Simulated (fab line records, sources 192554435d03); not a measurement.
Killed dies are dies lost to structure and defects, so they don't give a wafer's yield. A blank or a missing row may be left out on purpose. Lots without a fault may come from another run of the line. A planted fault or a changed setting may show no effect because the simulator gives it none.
Chamber matching | flow n5_finfet | N5_FIN_SAQP_HM_DEP_03 on pecvd-04: 3 sister chambers
The step deposits SiNx from SiH4/NH3/N2, target thk 38 nm, time 33.6 s. 20 wafers are shown with their chamber, then 10 later ones without.

WAFERS WITH THEIR CHAMBER
wafer  | chamber | showerhead_plenum_p_Torr (Torr) | throttle_valve_pct (%) | heater_power_w (W)
L074.2 | 0       | 5.16                            | 44                     | 721
L074.3 | 2       | 5.16                            | 39                     | 982
L074.5 | 0       | 5.18                            | 45                     | 737
L076.1 | 0       | 5.17                            | 44                     | 672
L076.2 | 1       | 5.38                            | 45                     | 752
L076.5 | 1       | 5.38                            | 45                     | 764
L077.3 | 1       | 5.39                            | 45                     | 641
L077.4 | 0       | 5.17                            | 45                     | 681
L077.6 | 0       | 5.16                            | 44                     | 676
L079.4 | 1       | 5.38                            | 45                     | 742
L079.5 | 2       | 5.14                            | 36                     | 874
L079.6 | 0       | 5.17                            | 45                     | 687
L081.1 | 2       | 5.14                            | 36                     | 965
L081.2 | 0       | 5.18                            | 45                     | 618
L081.6 | 2       | 5.14                            | 36                     | 992
L082.1 | 0       | 5.17                            | 45                     | 698
L082.4 | 2       | 5.14                            | 36                     | 993
L082.6 | 1       | 5.39                            | 45                     | 675
L084.4 | 2       | 5.13                            | 36                     | 910
L084.5 | 2       | 5.14                            | 36                     | 923

SIGNATURES (means of the wafers above)
reading                  | chamber 0 | chamber 1 | chamber 2 | scatter within a chamber
showerhead_plenum_p_Torr | 5.1700    | 5.3840    | 5.1414    | 0.00769
throttle_valve_pct       | 44.62     | 45.00     | 36.43     | 0.751
heater_power_w           | 686.25    | 714.80    | 948.43    | 44.4
Rule: a wafer's distance from a chamber is the root of the sum, over the readings, of the square of ((its reading less the chamber's mean) divided by the reading's scatter). The wafer belongs to the nearest chamber; if the next one is less than 2 further off, it can't be placed. The scatter: the root of (the sum of the squares of (reading less its chamber's mean) over the shown wafers, divided by (wafers less chambers)).

WAFERS WITHOUT THEIR CHAMBER
wafer  | showerhead_plenum_p_Torr (Torr) | throttle_valve_pct (%) | heater_power_w (W)
L084.6 | 5.18                            | 45                     | 700
L090.1 | 5.14                            | 36                     | 905
L090.4 | 5.15                            | 36                     | 900
L090.5 | 5.16                            | 45                     | 691
L091.2 | 5.17                            | 45                     | 737
L091.3 | 5.39                            | 35                     | 729
L091.5 | 5.18                            | 45                     | 739
L092.2 | 5.18                            | 45                     | 693
L092.4 | 5.19                            | 45                     | 676
L092.6 | 5.15                            | 36                     | 983

WHICH CHAMBER EACH WENT THROUGH
wafer  | from the rows above | in truth
L084.6 | 0                   | 0
L090.1 | 2                   | 2
L090.4 | 2                   | 2
L090.5 | 0                   | 0
L091.2 | 0                   | 0
L091.3 | 1                   | 1
L091.5 | 0                   | 0
L092.2 | 0                   | 0
L092.4 | 0                   | 0
L092.6 | 2                   | 2
Placed correctly: 10 of 10. Can't be placed from these rows: 0. Placed wrongly: 0.
